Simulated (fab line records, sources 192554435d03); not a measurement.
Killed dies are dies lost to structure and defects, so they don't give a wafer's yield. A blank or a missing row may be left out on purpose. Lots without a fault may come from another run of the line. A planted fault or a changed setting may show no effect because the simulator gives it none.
fab line records | flow n5_finfet | part 2 of 2: steps 21 to 30 of 30
record lots=5 wafers=15 last_day=19
route steps=1938 shown BEOL_M14@1769 BEOL_M15@1773
lots that met no fault: from a run of the same line without faults
start_h: hours from the record's first day to the start of the lot's first wafer shown | wait_h: hours since the lot's step before | " the same as in the row above | L1.1+2: a row that stands for several wafers | - no value, or no start given | * or withheld: withheld | < > ~ a bound
route shown NAME@n: a module of which the file shows steps, and the number in the route of the first | usual: mean/standard deviation of fault-free wafers | same: alike in all rows | chamber/n: place in a boat | sites: the reading at each site | _std_site: their standard deviation | _edge_site: outer sites' mean less inner sites' | radius_mm: how far each site lies from the wafer's centre | mask NAME#n: copy n | behind: the tool/chamber that last shaped the wafer | hold: why the lot was held/for how many hours/how that ended | device: the transistor (n, p or np) that didn't switch | end of line: the same wafers' tests at the end of the route | a step without rows: its recipe alone | killed: dies lost to structure and defects at the first sort, not the wafer's yield | map: a wafer's dies, x killed, . not, _ none there
set.NAME: the setting as run; set.NAME@STEP: as run at that earlier step | model.NAME: the simulator's own value behind a step, which no gauge read
lots at some steps of the route; a table a step, a row a wafer
services: from which hour (start_h, from the record's first day; less than 0 if before it) a tool's chamber was out of use, for how many hours, and why
## steps
# step N5_BEOL_M15_STRIP_63
# recipe chemistry=O2 power_w=600 temp_c=60 pressure_mtorr=30 rf_frequency_hz=6e+07 bias_power_w=0 overash_fraction=0.3 o2_flow_sccm=225
# usual drypump_motor_current_A=5.8/0.63 oes_product_au=0.81/0.078 rf_vpp_V=3.6/0.68 showerhead_plenum_p_Torr=2.11/0.073 throttle_valve_pct=16.67/0.18
# columns lot.wafer tool chamber start_h wait_h drypump_motor_current_A oes_product_au rf_hours_counter_h rf_vpp_V showerhead_plenum_p_Torr throttle_valve_pct
L075.1 rie_diel-04 1 - - 5.9 0.74 177 4.6 2.17 16.79
L075.3 " 0 " " 5.3 0.88 45 3.4 2.23 16.49
L075.5 " 0 " " 5.4 0.89 - 2.9 2.23 16.48
L081.1 rie_diel-01 3 - - 5.4 0.84 47 4.1 2.05 16.32
L081.4 " 1 " " 6.8 0.77 128 4.2 2.11 16.63
L081.6 " 2 " " 4.9 0.72 - 3.1 2.00 16.75
L087.3 rie_diel-06 3 - - 5.1 0.97 4 4.3 2.24 16.68
L087.4 " 0 " " 6.2 0.83 - 4.1 2.12 16.48
L087.6 " 2 " " 6.6 0.84 - 3.3 2.12 16.67
L093.1 rie_diel-04 2 - - 6.2 0.72 192 2.9 2.01 16.96
L093.3 " 0 " " 5.4 0.84 75 3.9 2.22 16.56
L093.5 " 0 " " 5.4 0.84 - 4.1 2.22 16.53
L096.2 rie_diel-01 0 - - 5.5 0.77 145 2.6 2.10 16.63
L096.5 " 0 " " 5.4 0.77 - 2.2 2.10 16.63
L096.6 " 1 " " 6.8 0.74 - 2.4 2.10 16.69
# step N5_BEOL_M15_STRIP_64
# recipe chemistry=O2 power_w=600 temp_c=60 pressure_mtorr=30 rf_frequency_hz=6e+07 bias_power_w=0 overash_fraction=0.3 o2_flow_sccm=225
# usual drypump_motor_current_A=5.8/0.63 oes_product_au=0.80/0.078 rf_vpp_V=3.7/0.5 showerhead_plenum_p_Torr=2.11/0.073 throttle_valve_pct=16.67/0.18
# columns lot.wafer tool chamber start_h wait_h drypump_motor_current_A oes_product_au rf_hours_counter_h rf_vpp_V showerhead_plenum_p_Torr throttle_valve_pct
L075.1 rie_diel-04 1 - - 5.9 0.74 177 3.9 2.17 16.77
L075.3 " 0 " " 5.3 0.88 45 4.1 2.23 16.51
L075.5 " 0 " " 5.4 0.89 - 2.8 2.23 16.49
L081.1 rie_diel-01 3 - - 5.4 0.84 47 4.4 2.05 16.33
L081.4 " 1 " " 6.8 0.77 128 3.2 2.11 16.66
L081.6 " 2 " " 4.8 0.72 - 4.1 2.00 16.75
L087.3 rie_diel-06 3 - - 5.1 0.98 5 3.7 2.24 16.67
L087.4 " 0 " " 6.3 0.83 - 3.9 2.12 16.49
L087.6 " 2 " " 6.6 0.84 - 3.0 2.12 16.67
L093.1 rie_diel-04 2 - - 6.2 0.72 192 4.0 2.01 16.97
L093.3 " 0 " " 5.4 0.84 75 4.0 2.22 16.55
L093.5 " 0 " " 5.3 0.84 - 3.6 2.22 16.56
L096.2 rie_diel-01 0 - - 5.5 0.76 145 3.9 2.10 16.64
L096.5 " 0 " " 5.4 0.76 - 2.9 2.10 16.64
L096.6 " 1 " " 6.8 0.74 - 4.0 2.10 16.72
# step N5_BEOL_M15_STRIP_65
# recipe chemistry=post_etch_residue_remover time_s=60 temp_c=25 remover_ph=withheld remover_water_wt_pct=withheld remover_fluoride_wt_pct=withheld
# columns lot.wafer tool chamber start_h wait_h
L075.1+3+5 wet_bench-04 7,1,0 289.29 -
L081.1+4+6 wet_bench-01 5,3,6 332.07 -
L087.3+4+6 wet_bench-04 3,1,2 367.12 -
L093.1+3+5 wet_bench-04 3,6,4 393.25 -
L096.2+5+6 wet_bench-02 2,7,0 431.48 -
# step N5_BEOL_M15_SRD_66
# recipe time_s=30 temp_c=23 rinse_liquid=diw dry=n2_spin spin_rpm=1500 dry_time_s=30
# columns lot.wafer tool chamber start_h wait_h
L075.1+3+5 wet_bench-04 7,1,0 289.31 0.0
L081.1+4+6 wet_bench-01 5,3,6 332.09 0.0
L087.3+4+6 wet_bench-04 3,1,2 367.13 0.0
L093.1+3+5 wet_bench-04 3,6,4 393.27 0.0
L096.2+5+6 wet_bench-02 2,7,0 431.50 0.0
# step N5_BEOL_M15_CD_MEAS_17
# recipe target_cd_nm=360 polarity=opening
# usual cd_nm=360.6/1.3
# columns lot.wafer tool chamber start_h wait_h cd_nm
L075.1 cd_sem-02 - 289.35 0.0 360.0
L075.3 " - " " 362.5
L075.5 " - " " 362.9
L081.1 cd_sem-01 - 332.13 0.0 362.2
L081.4 " - " " 361.9
L081.6 " - " " 360.8
L087.3 cd_sem-03 - 367.18 0.0 360.7
L087.4 " - " " 361.7
L087.6 " - " " 362.5
L093.1 cd_sem-01 - 393.31 0.0 361.2
L093.3 " - " " 361.6
L093.5 " - " " 361.0
L096.2 cd_sem-01 - 431.54 0.0 359.5
L096.5 " - " " 360.3
L096.6 " - " " 359.9
# step N5_BEOL_M15_COAT_56
# recipe resist=SOC temp_c=250 time_s=60 spin_rpm=1500 resist_thk_nm=550
# usual exhaust_pa=45.2/0.93
# columns lot.wafer tool chamber start_h wait_h exhaust_pa
L075.1 litho_track-03 0 289.39 0.0 43.9
L075.3 " 0 " " 44.7
L075.5 " 0 " " 44.3
L081.1 litho_track-03 0 332.17 0.0 46.7
L081.4 " 0 " " 44.9
L081.6 " 0 " " 44.7
L087.3 litho_track-03 0 367.22 0.0 45.0
L087.4 " 0 " " 44.5
L087.6 " 0 " " 42.3
L093.1 litho_track-03 0 393.35 0.0 44.7
L093.3 " 0 " " 44.2
L093.5 " 0 " " 43.5
L096.2 litho_track-01 0 431.58 0.0 44.5
L096.5 " 0 " " 45.9
L096.6 " 0 " " 44.7
# step N5_BEOL_M15_ETCH_57
# recipe chemistry=N2/H2 target=SOC source_w=3000 bias_w=350 time_s=750 ion_energy_ev=200 pressure_mtorr=30 n2_flow_sccm=200 h2_flow_sccm=200
# usual drypump_motor_current_A=5.8/0.64 oes_product_au=0.80/0.074 rf_fwd_power_W=2998/9.1 rf_vpp_V=523.9/2.5 showerhead_plenum_p_Torr=2.55/0.084 throttle_valve_pct=17.76/0.2
# columns lot.wafer tool chamber start_h wait_h drypump_motor_current_A oes_product_au rf_fwd_power_W rf_hours_counter_h rf_vpp_V showerhead_plenum_p_Torr throttle_valve_pct
L075.1 rie_diel-06 0 289.45 - 6.3 0.86 3021 60 523.8 2.59 17.65
L075.3 " 3 " " 5.1 0.70 3009 236 519.1 2.40 18.21
L075.5 " 2 " " 6.6 0.88 2986 - 525.5 2.59 17.84
L081.1 rie_diel-06 0 332.38 - 6.3 0.85 2988 74 524.3 2.58 17.67
L081.4 " 1 " " 4.9 0.70 3001 244 523.6 2.50 17.85
L081.6 " 3 " " 5.1 0.68 3012 - 519.2 2.40 18.23
L087.3 rie_diel-01 2 367.28 - 4.9 0.71 2989 201 518.4 2.42 17.89
L087.4 " 0 " " 5.4 0.77 2988 127 522.4 2.56 17.72
L087.6 " 2 " " 4.9 0.71 3001 - 520.4 2.42 17.90
L093.1 rie_diel-01 3 393.49 - 5.4 0.82 3012 66 522.6 2.47 17.45
L093.3 " 1 " " 6.8 0.75 2998 146 522.6 2.55 17.79
L093.5 " 1 " " 6.8 0.76 3006 - 523.9 2.54 17.80
L096.2 rie_diel-06 0 431.79 - 6.3 0.80 2996 108 523.9 2.57 17.74
L096.5 " 2 " " 6.6 0.82 3001 - 525.1 2.57 17.93
L096.6 " 1 " " 4.9 0.93 3010 - 521.6 2.49 17.46
# step N5_BEOL_M15_COAT_60
# recipe resist=BARC temp_c=205 time_s=60 spin_rpm=1500 resist_thk_nm=89
# usual exhaust_pa=45.0/0.81
# columns lot.wafer tool chamber start_h wait_h exhaust_pa
L075.1 litho_track-01 0 289.95 0.3 45.0
L075.3 " 0 " " 43.2
L075.5 " 0 " " 46.1
L081.1 litho_track-01 0 332.88 0.3 45.6
L081.4 " 0 " " 46.0
L081.6 " 0 " " 45.1
L087.3 litho_track-03 0 367.78 0.3 44.9
L087.4 " 0 " " 45.1
L087.6 " 0 " " 45.9
L093.1 litho_track-03 0 394.00 0.3 43.6
L093.3 " 0 " " 45.0
L093.5 " 0 " " 45.1
L096.2 litho_track-01 0 432.29 0.3 44.1
L096.5 " 0 " " 44.7
L096.6 " 0 " " 43.8
# step N5_BEOL_M15_COAT_22
# recipe spin_rpm=1704 resist_thk_nm=800
# usual exhaust_pa=45.1/0.83
# columns lot.wafer tool chamber start_h wait_h exhaust_pa
L075.1 litho_track-01 0 - - 45.8
L075.3 " 0 " " 43.0
L075.5 " 0 " " 45.2
L081.1 litho_track-01 0 - - 44.9
L081.4 " 0 " " 44.8
L081.6 " 0 " " 45.2
L087.3 litho_track-03 0 - - 45.7
L087.4 " 0 " " 46.2
L087.6 " 0 " " 45.2
L093.1 litho_track-03 0 - - 43.5
L093.3 " 0 " " 46.1
L093.5 " 0 " " 43.9
L096.2 litho_track-01 0 - - 44.7
L096.5 " 0 " " 44.0
L096.6 " 0 " " 42.9
# step N5_BEOL_M15_EBR_24
# recipe solvent=PGMEA ebr_width_mm=1.5
# usual exhaust_pa=44.9/0.96
# columns lot.wafer tool chamber start_h wait_h exhaust_pa
L075.1 litho_track-01 0 - - 45.5
L075.3 " 0 " " 44.3
L075.5 " 0 " " 42.8
L081.1 litho_track-01 0 - - 46.1
L081.4 " 0 " " 45.4
L081.6 " 0 " " 46.0
L087.3 litho_track-03 0 - - 44.3
L087.4 " 0 " " 44.7
L087.6 " 0 " " 45.1
L093.1 litho_track-03 0 - - 45.6
L093.3 " 0 " " 44.9
L093.5 " 0 " " 44.8
L096.2 litho_track-01 0 - - 46.6
L096.5 " 0 " " 45.2
L096.6 " 0 " " 46.5
## services
# columns tool chamber start_h hours kind
krf_scanner-02 - 264.83 1.3 pm
pecvd-01 - 274.98 0.7 repair
litho_track-01 - 275.78 - consumable_replace:filter
krf_scanner-01 - 287.41 1.0 pm
krf_scanner-01 - 297.21 0.8 pm
krf_scanner-01 - 309.37 1.3 pm
litho_track-03 - 311.52 - consumable_replace:filter
rie_diel-01 - 326.60 0.4 repair
rie_diel-06 3 333.41 3.6 repair
litho_track-01 - 334.29 - consumable_replace:filter
rie_diel-01 - 344.99 2.8 pm
wet_bench-04 - 345.95 2.0 repair
krf_scanner-02 - 354.74 4.4 pm
pecvd-01 - 365.75 2.3 repair
krf_scanner-02 - 374.51 0.8 pm
rie_diel-01 1 375.05 1.9 repair
krf_scanner-02 - 380.29 1.0 pm
rie_diel-06 3 387.37 2.9 repair
pecvd-04 - 398.77 2.8 pm
litho_track-03 - 399.85 - consumable_replace:filter
pecvd-03 1 400.93 6.8 repair
wet_bench-01 - 407.87 0.9 repair
pecvd-04 0 410.91 11.7 repair
pecvd-01 - 417.99 1.7 repair
